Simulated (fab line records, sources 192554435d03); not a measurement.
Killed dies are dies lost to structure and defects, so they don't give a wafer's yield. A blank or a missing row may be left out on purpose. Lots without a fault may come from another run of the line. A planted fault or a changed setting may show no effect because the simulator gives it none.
A struck lot beside a sound one | flow n5_finfet | 14 steps out of a route of 1938
Sound: wafers L289.1, L289.3, L289.6. Struck: wafers L284.2, L284.3, L284.4. The cause comes at the end.
At each step with rows: each side's tool, then ch and its chambers, then its first start. Under that, the readings that differ: sound wafers | struck wafers | difference of the means | sigmas: that difference in standard deviations of wafers without a fault.
alike: readings whose means differ by less than 2 such deviations, and words and numbers that are the same on both sides. not compared: withheld readings, readings that some wafer has no value for, bounds like >300 that may hide the same value, and numbers for which the record gives no deviation and whose values overlap.
The two part at a step that has a row with sigmas, a row that says differs or no value, or rows on one side only. Numbers that don't overlap but have no deviation are shown without sigmas and don't part them. A reading that every wafer of one side lacks parts them only if that side has two wafers or more.

first, 2 steps without rows for these wafers: N5_BEOL_M5_STRIP_63 (strips in N2/H2); N5_BEOL_M5_STRIP_73 (strips in N2/H2).
N5_BEOL_M5_STRIP_64: strips in CF4.
  sound on rie_diel-01 ch 1,3, day 13 11:40; struck on rie_diel-03 ch 1,2, day 12 07:25
  reading                     | sound       | struck      | difference | sigmas
  drypump_motor_current_A (A) | 6.6 6.6 6.6 | 5.7 5.3 5.3 | -1.2       | -3
  alike: oes_product_au, rf_vpp_V, showerhead_plenum_p_Torr, throttle_valve_pct
  not compared: rf_hours_counter_h
N5_BEOL_M5_HM_OPEN_17: chemistry Cl2/BCl3, target TiN, target depth 20 nm, overetch 6 nm.
  sound on rie_metal-01 ch 1, day 13 11:42; struck on rie_metal-01 ch 0,1, day 12 07:28
  alike: bcl3_flow_sccm, bias_w, drypump_motor_current_A, oes_product_au, throttle_valve_pct
  not compared: rf_hours_counter_h
N5_BEOL_M5_STRIP_19: strips in O2.
  sound on rie_diel-03 ch 0,3, day 13 11:50; struck on rie_diel-03 ch 1,3, day 12 07:35
  alike: drypump_motor_current_A, oes_product_au, rf_vpp_V, showerhead_plenum_p_Torr, throttle_valve_pct
  not compared: rf_hours_counter_h
N5_BEOL_M5_CD_MEAS_18: pitch 56 nm, target cd 28 nm.
  sound on cd_sem-03, day 13 11:55; struck on cd_sem-01, day 12 07:39
  alike: cd_nm
then, 6 steps without rows for these wafers: N5_BEOL_M5_COAT_65 (time 60 s, resist thk 60 nm); N5_BEOL_M5_COAT_66 (time 60 s, resist thk 12 nm); N5_BEOL_M5_COAT_74 (time 60 s, resist thk 5 nm); N5_BEOL_M5_COAT_22 (resist thk 30 nm); N5_BEOL_M5_EBR_24; N5_BEOL_M5_SOFTBAKE_23 (time 60 s).
N5_BEOL_M5_EXPOSE_25: exposes mask V4, defocus 10 nm.
  sound on euv_scanner-01 ch 0, day 13 13:26; struck on euv_scanner-02, day 12 13:20
  no value came back on the struck wafers for dipole_opening_deg (degrees), exposure_dose_mJ_cm2, reticle_temp_C (C); on the sound wafers dipole_opening_deg (degrees) reads 60 60 60
  alike: mask
then, 1 step without rows for these wafers: N5_BEOL_M5_PEB_26 (peb time 60 s).

WHERE THEY PART
First at N5_BEOL_M5_STRIP_64; last, within this record, at N5_BEOL_M5_EXPOSE_25.

WHY: what the simulator had put in
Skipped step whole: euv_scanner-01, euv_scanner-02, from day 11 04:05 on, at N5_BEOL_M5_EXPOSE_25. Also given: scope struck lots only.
